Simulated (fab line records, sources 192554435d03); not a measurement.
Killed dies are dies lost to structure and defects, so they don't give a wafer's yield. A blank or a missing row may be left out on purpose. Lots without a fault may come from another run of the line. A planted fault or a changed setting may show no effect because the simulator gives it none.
Which tool did it? | flow n5_finfet | 9 lots, 27 wafers sampled, at 5 steps of a route of 1938

WHAT THE GAUGES READ, wafer by wafer
N5_BEOL_M4_RC_MEAS_101. Usual: DIBL_N 37.7 mV/V, standard deviation 2; DIBL_P 37.7 mV/V, standard deviation 2.3; IOFF_N 0.18 nA/um, standard deviation 0.039; IOFF_P 0.23 nA/um, standard deviation 0.042; ION_N 681 uA/um, standard deviation 12; ION_P 463 uA/um, standard deviation 8; SS_N 71.9 mV/dec, standard deviation 0.68; SS_P 73.6 mV/dec, standard deviation 0.71; VT_N 248 mV, standard deviation 3.2; VT_P -249 mV, standard deviation 3.1.
lot  | measured     | on        | DIBL_N (mV/V)  | DIBL_P (mV/V)  | IOFF_N (nA/um) | IOFF_P (nA/um) | ION_N (uA/um) | ION_P (uA/um) | SS_N (mV/dec)  | SS_P (mV/dec)  | VT_N (mV)   | VT_P (mV)      | flag
L231 | day 12 17:31 | prober-02 | 36.9 40.1 35.0 | 37.8 40.5 34.6 | 0.16 0.25 0.14 | 0.22 0.27 0.18 | 654 685 679   | 455 462 455   | 71.3 73.1 71.2 | 74.1 74.9 73.2 | 252 244 250 | -251 -249 -253 |
L233 | day 13 10:34 | prober-01 | 40.2 39.1 38.9 | 40.8 39.3 38.2 | 0.22 0.21 0.19 | 0.27 0.24 0.22 | 673 687 662   | 456 465 449   | 72.8 72.5 71.9 | 74.5 73.8 73.5 | 246 247 251 | -248 -248 -251 |
L234 | day 13 18:59 | prober-02 | 38.7 36.7 37.4 | 39.1 36.1 39.1 | 0.19 0.15 0.18 | 0.24 0.18 0.24 | 675 676 691   | 454 452 465   | 73.2 72.8 73.0 | 74.6 74.4 74.8 | 249 252 252 | -253 -258 -253 |
L235 | day 13 21:57 | prober-01 | 37.6 40.3 38.8 | 36.9 38.5 38.6 | 0.16 0.22 0.18 | 0.22 0.25 0.23 | 660 678 666   | 454 456 450   | 72.3 73.0 71.7 | 74.5 74.6 74.0 | 251 249 252 | -251 -248 -252 |
L236 | day 14 11:06 | prober-02 | 34.1 36.3 34.2 | 34.6 37.9 35.2 | 0.14 0.19 0.15 | 0.17 0.23 0.18 | 664 693 685   | 447 466 464   | 70.7 72.5 71.9 | 72.7 73.7 74.1 | 251 248 248 | -255 -251 -252 |
L246 | day 17 01:41 | prober-01 | 38.0 33.6 35.8 | 40.6 34.2 36.5 | 0.18 0.11 0.15 | 0.23 0.14 0.17 | 686 645 675   | 471 444 454   | 72.0 71.2 71.7 | 73.7 71.8 73.3 | 247 256 251 | -252 -253 -256 |
L247 | day 17 01:52 | prober-02 | 38.5 35.3 36.5 | 36.9 35.0 36.6 | 0.20 0.15 0.15 | 0.21 0.19 0.20 | 681 682 671   | 464 464 457   | 72.8 71.3 71.7 | 73.6 73.6 73.2 | 247 248 251 | -249 -249 -249 |
L248 | day 17 05:06 | prober-02 | 39.4 36.0 38.5 | 38.3 34.0 39.8 | 0.22 0.17 0.22 | 0.26 0.19 0.30 | 685 680 688   | 469 459 471   | 73.2 71.6 71.4 | 73.9 72.8 73.6 | 245 249 244 | -247 -251 -246 |
L249 | day 17 18:26 | prober-02 | 36.5 33.3 36.9 | 36.5 31.9 37.3 | 0.16 0.12 0.19 | 0.26 0.17 0.26 | 662 680 686   | 460 463 475   | 71.5 70.8 72.2 | 73.6 73.0 74.0 | 250 248 248 | -245 -251 -246 |

WHICH TOOL RAN EACH LOT (tool, then ch and the chambers of the sampled wafers, then the start)
lot  | N5_MOL_CONTACT_COAG_ETCH_67        | N5_MOL_CONTACT_COAG_ANNEAL_112  | N5_BEOL_M0_SAQP_HM_DEP_02    | N5_BEOL_M0_SAQP_PECVD_03
L231 | rie_diel-01 ch 0,1,2, day 6 14:44  | hp_anneal-01 ch 0, day 6 16:06  | pvd_sputter-02, day 6 19:44  | pecvd-04 ch 0,1, day 6 19:51
L233 | rie_diel-04 ch 0,1,3, day 7 04:53  | hp_anneal-01 ch 0, day 7 06:08  | pvd_sputter-02, day 7 10:15  | pecvd-03 ch 0,1,2, day 7 10:22
L234 | rie_diel-05 ch 1,3, day 7 08:29    | hp_anneal-01 ch 0, day 7 09:44  | pvd_sputter-01, day 7 15:00  | pecvd-03 ch 1,2, day 7 15:07
L235 | rie_diel-01 ch 0,1,3, day 7 13:19  | hp_anneal-01 ch 0, day 7 14:34  | pvd_sputter-02, day 7 19:17  | pecvd-01 ch 0,2, day 7 19:25
L236 | rie_diel-01 ch 0,1,2, day 7 22:49  | hp_anneal-01 ch 0, day 8 00:04  | pvd_sputter-01, day 8 05:38  | pecvd-01 ch 0,1, day 8 05:45
L246 | rie_diel-04 ch 2,3, day 10 10:22   | hp_anneal-01 ch 0, day 10 11:48 | pvd_sputter-01, day 10 15:35 | pecvd-01 ch 0,2, day 10 15:43
L247 | rie_diel-04 ch 2,3, day 10 14:41   | hp_anneal-01 ch 0, day 10 16:26 | pvd_sputter-01, day 10 20:32 | pecvd-01 ch 0,1,2, day 10 20:40
L248 | rie_diel-05 ch 1,2,3, day 10 16:46 | hp_anneal-01 ch 0, day 10 19:26 | pvd_sputter-03, day 11 00:14 | pecvd-04 ch 1,2, day 11 00:22
L249 | rie_diel-04 ch 0,2,3, day 11 02:27 | hp_anneal-01 ch 0, day 11 03:42 | pvd_sputter-03, day 11 07:08 | pecvd-03 ch 1,2, day 11 07:15
- N5_MOL_CONTACT_COAG_ETCH_67: etches SOC in N2/H2, target depth 60 nm, overetch 21 nm, time 101.2 s.
- N5_MOL_CONTACT_COAG_ANNEAL_112: time 1800 s.
- N5_BEOL_M0_SAQP_HM_DEP_02: deposits TiN, target thk 12 nm.
- N5_BEOL_M0_SAQP_PECVD_03: deposits SiCN from 3MS/NH3, target thk 12 nm, time 21.1 s.

WHAT THE TOOLS THEMSELVES READ (means of the sampled wafers that have a number; where no wafer has one, the mark that the record gives instead)
N5_MOL_CONTACT_COAG_ETCH_67. Usual: bias_w 150.1 W, standard deviation 0.51; drypump_motor_current_A 5.9 A, standard deviation 0.37; h2_flow_sccm 200.0 sccm, standard deviation 0.61; oes_product_au 0.66 a.u., standard deviation 0.069; rf_vpp_V 525.1 V, standard deviation 2.3; showerhead_plenum_p_Torr 2.59 Torr, standard deviation 0.084; temp_c 40.01 C, standard deviation 0.12; throttle_valve_pct 17.79 %, standard deviation 0.3.
lot  | tool        | bias_w (W) | drypump_motor_current_A (A) | h2_flow_sccm (sccm) | oes_product_au (a.u.) | rf_vpp_V (V) | showerhead_plenum_p_Torr (Torr) | temp_c (C) | throttle_valve_pct (%) | flag
L231 | rie_diel-01 | 150.3      | 5.9                         | 200.5               | 0.64                  | 524.7        | 2.59                            | 40.12      | 17.91                  |
L233 | rie_diel-04 | 149.7      | 5.7                         | 200.6               | 0.64                  | 524.8        | 2.59                            | 40.01      | 18.04                  |
L234 | rie_diel-05 | 150.1      | 6.5                         | 199.6               | 0.78                  | 528.8        | 2.70                            | 40.01      | 17.61                  |
L235 | rie_diel-01 | 150.4      | 6.2                         | 200.1               | 0.64                  | 524.8        | 2.59                            | 39.97      | 17.88                  |
L236 | rie_diel-01 | 150.4      | 5.9                         | 200.8               | 0.63                  | 524.9        | 2.59                            | 40.03      | 17.92                  |
L246 | rie_diel-04 | 149.7      | 5.7                         | 200.0               | 0.60                  | 525.5        | 2.58                            | 39.88      | 17.86                  |
L247 | rie_diel-04 | 149.7      | 5.7                         | 200.3               | 0.62                  | 524.6        | 2.56                            | 40.04      | 17.76                  |
L248 | rie_diel-05 | 150.3      | 6.2                         | 199.7               | 0.72                  | 527.0        | 2.66                            | 40.04      | 17.75                  |
L249 | rie_diel-04 | 149.5      | 5.5                         | 199.9               | 0.68                  | 523.8        | 2.55                            | 40.01      | 17.80                  |

N5_MOL_CONTACT_COAG_ANNEAL_112. Usual: pressure_atm 9.999, standard deviation 0.021; wafer_temp_C_max 401.15, standard deviation 0.28; zone_power_bottom_pct 12.87 %, standard deviation 0.12; zone_power_centre_pct 10.20 %, standard deviation 0.098; zone_power_lower_pct 7.87 %, standard deviation 0.085; zone_power_top_pct 21.14 %, standard deviation 0.22; zone_power_upper_pct 9.38 %, standard deviation 0.091.
lot  | tool         | pressure_atm | wafer_temp_C_max | zone_power_bottom_pct (%) | zone_power_centre_pct (%) | zone_power_lower_pct (%) | zone_power_top_pct (%) | zone_power_upper_pct (%) | flag
L231 | hp_anneal-01 | 10.000       | 401.30           | 12.92                     | 10.24                     | 7.91                     | 21.30                  | 9.40                     |
L233 | hp_anneal-01 | 9.964        | 401.03           | 12.93                     | 10.24                     | 7.88                     | 21.21                  | 9.36                     |
L234 | hp_anneal-01 | 4.987        | 401.06           | 9.32                      | 7.33                      | 5.61                     | 15.17                  | 6.77                     | OFF
L235 | hp_anneal-01 | 4.974        | 401.17           | 9.31                      | 7.37                      | 5.69                     | 15.34                  | 6.78                     | OFF
L236 | hp_anneal-01 | 4.993        | 400.99           | 9.28                      | 7.37                      | 5.66                     | 15.20                  | 6.75                     | OFF
L246 | hp_anneal-01 | 10.015       | 401.07           | 12.86                     | 10.29                     | 7.85                     | 21.21                  | 9.44                     |
L247 | hp_anneal-01 | 10.011       | 401.01           | 12.87                     | 10.12                     | 7.95                     | 21.05                  | 9.39                     |
L248 | hp_anneal-01 | 10.009       | 400.93           | 12.91                     | 10.26                     | 7.81                     | 20.80                  | 9.31                     |
L249 | hp_anneal-01 | 10.012       | 401.11           | 12.91                     | 10.28                     | 7.81                     | 21.18                  | 9.28                     |

N5_BEOL_M0_SAQP_HM_DEP_02. Usual: throttle_valve_pct 30.1 %, standard deviation 1.2.
lot  | tool           | throttle_valve_pct (%) | flag
L231 | pvd_sputter-02 | 30.5                   |
L233 | pvd_sputter-02 | 30.0                   |
L234 | pvd_sputter-01 | 31.0                   |
L235 | pvd_sputter-02 | 30.1                   |
L236 | pvd_sputter-01 | 31.1                   |
L246 | pvd_sputter-01 | 31.1                   |
L247 | pvd_sputter-01 | 30.7                   |
L248 | pvd_sputter-03 | 29.0                   |
L249 | pvd_sputter-03 | 28.6                   |

N5_BEOL_M0_SAQP_PECVD_03. Usual: showerhead_plenum_p_Torr 3.666 Torr, standard deviation 0.015; throttle_valve_pct 9.0 %, standard deviation 0.46.
lot  | tool     | showerhead_plenum_p_Torr (Torr) | throttle_valve_pct (%) | flag
L231 | pecvd-04 | 3.647                           | 9.2                    |
L233 | pecvd-03 | 3.667                           | 9.1                    |
L234 | pecvd-03 | 3.666                           | 9.3                    |
L235 | pecvd-01 | 3.669                           | 9.3                    |
L236 | pecvd-01 | 3.671                           | 9.0                    |
L246 | pecvd-01 | 3.663                           | 9.1                    |
L247 | pecvd-01 | 3.674                           | 9.1                    |
L248 | pecvd-04 | 3.652                           | 9.2                    |
L249 | pecvd-03 | 3.675                           | 9.0                    |

THE ANSWER, worked out from the rows above alone
Rule: a lot is off if the mean of its wafers that have a number lies more than 3 standard deviations from the usual mean. A lot without any number at a reading at which 4 lots or more have one is off too. The other lots that the step has rows for count as sound. The gauges are gone through in route order, then the tools' own readings, and for those a lot's mean is taken as printed above. The first step at which some lot is off is used, and at that step the reading that is off furthest; a lot without a number counts as furthest.
Off: L234, L235, L236, at N5_MOL_CONTACT_COAG_ANNEAL_112 (pressure_atm).
A tool fits if, at that step or a process step before it, it ran every lot that is off, and no sound lot after the first of them. None of those tried fits.

WHAT THE SIMULATOR HAD PUT IN
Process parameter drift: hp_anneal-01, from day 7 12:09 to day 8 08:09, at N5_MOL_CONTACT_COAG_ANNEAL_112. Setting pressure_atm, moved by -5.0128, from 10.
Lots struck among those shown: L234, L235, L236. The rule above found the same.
